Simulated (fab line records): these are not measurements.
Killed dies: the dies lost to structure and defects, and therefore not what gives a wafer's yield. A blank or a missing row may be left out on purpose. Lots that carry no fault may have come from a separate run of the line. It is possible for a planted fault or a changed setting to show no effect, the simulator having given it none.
Chamber matching + flow n5Finfet + pecvd-04 running N5_BEOL_M14_ILD_DEP_00: 3 sister chambers
The step deposits SiO2 from TEOS/O2, target thk 1119.3 nm, time 237.4 s. 16 wafers are shown with their chamber, then 8 later ones without.

EACH WAFER AND ITS CHAMBER
| wafer  | chamber | throttleValvePct (%) | showerheadPlenumPTorr (Torr) | heaterPowerW (W) |
|--------|---------|----------------------|------------------------------|------------------|
| L074.2 | 2       | 18.3                 | 8.27                         | 638              |
| L074.3 | 0       | 19.0                 | 8.36                         | 513              |
| L074.4 | 2       | 18.2                 | 8.31                         | 719              |
| L075.1 | 1       | 18.0                 | 8.35                         | 699              |
| L075.2 | 0       | 18.7                 | 8.36                         | 658              |
| L075.3 | 2       | 18.3                 | 8.29                         | 771              |
| L078.4 | 2       | 18.4                 | 8.29                         | 754              |
| L078.5 | 1       | 18.0                 | 8.32                         | 566              |
| L078.6 | 0       | 18.9                 | 8.36                         | 654              |
| L079.2 | 2       | 18.4                 | 8.29                         | 608              |
| L079.3 | 0       | 19.0                 | 8.35                         | 576              |
| L079.6 | 2       | 18.1                 | 8.31                         | 723              |
| L085.2 | 0       | 18.8                 | 8.37                         | 540              |
| L085.4 | 0       | 18.8                 | 8.34                         | 619              |
| L085.5 | 1       | 18.3                 | 8.33                         | 672              |
| L090.2 | 0       | 19.3                 | 8.36                         | 619              |

SIGNATURES (averages over the wafers above)
| reading               | chamber 0 | chamber 1 | chamber 2 | scatter within a chamber |
|-----------------------|-----------|-----------|-----------|--------------------------|
| throttleValvePct      | 18.929    | 18.100    | 18.283    | 0.167                    |
| showerheadPlenumPTorr | 8.3571    | 8.3333    | 8.2933    | 0.0128                   |
| heaterPowerW          | 597.00    | 645.67    | 702.17    | 61.8                     |
Rule: a wafer's distance from a chamber is the root of the sum, over the readings, of the square of ((its reading less the chamber's mean) divided by the reading's scatter). The wafer belongs to the nearest chamber; if the next one is less than 2 further off, it can't be placed. The scatter: the root of (the sum of the squares of (reading less its chamber's mean) over the shown wafers, divided by (wafers less chambers)).

WAFERS WHOSE CHAMBER IS MISSING
| wafer  | throttleValvePct (%) | showerheadPlenumPTorr (Torr) | heaterPowerW (W) |
|--------|----------------------|------------------------------|------------------|
| L090.3 | 17.9                 | 8.33                         | 737              |
| L090.5 | 18.9                 | 8.36                         | 678              |
| L093.3 | 18.4                 | 8.27                         | 707              |
| L093.5 | 18.3                 | 8.28                         | 759              |
| L093.6 | 18.8                 | 8.37                         | 660              |
| L095.2 | 17.9                 | 8.30                         | 601              |
| L095.4 | 19.1                 | 8.36                         | 612              |
| L095.6 | 17.9                 | 8.34                         | 703              |

EACH ONE'S CHAMBER
| wafer  | from the rows above     | in truth |
|--------|-------------------------|----------|
| L090.3 | can't be placed: 1 or 2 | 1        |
| L090.5 | 0                       | 0        |
| L093.3 | 2                       | 2        |
| L093.5 | 2                       | 2        |
| L093.6 | 0                       | 0        |
| L095.2 | can't be placed: 2 or 1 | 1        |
| L095.4 | 0                       | 0        |
| L095.6 | 1                       | 1        |
Correct placement for 6 of the 8. Cannot be placed on the basis of these rows: 2; the candidates contain the true chamber in 2. Placed wrongly: 0.
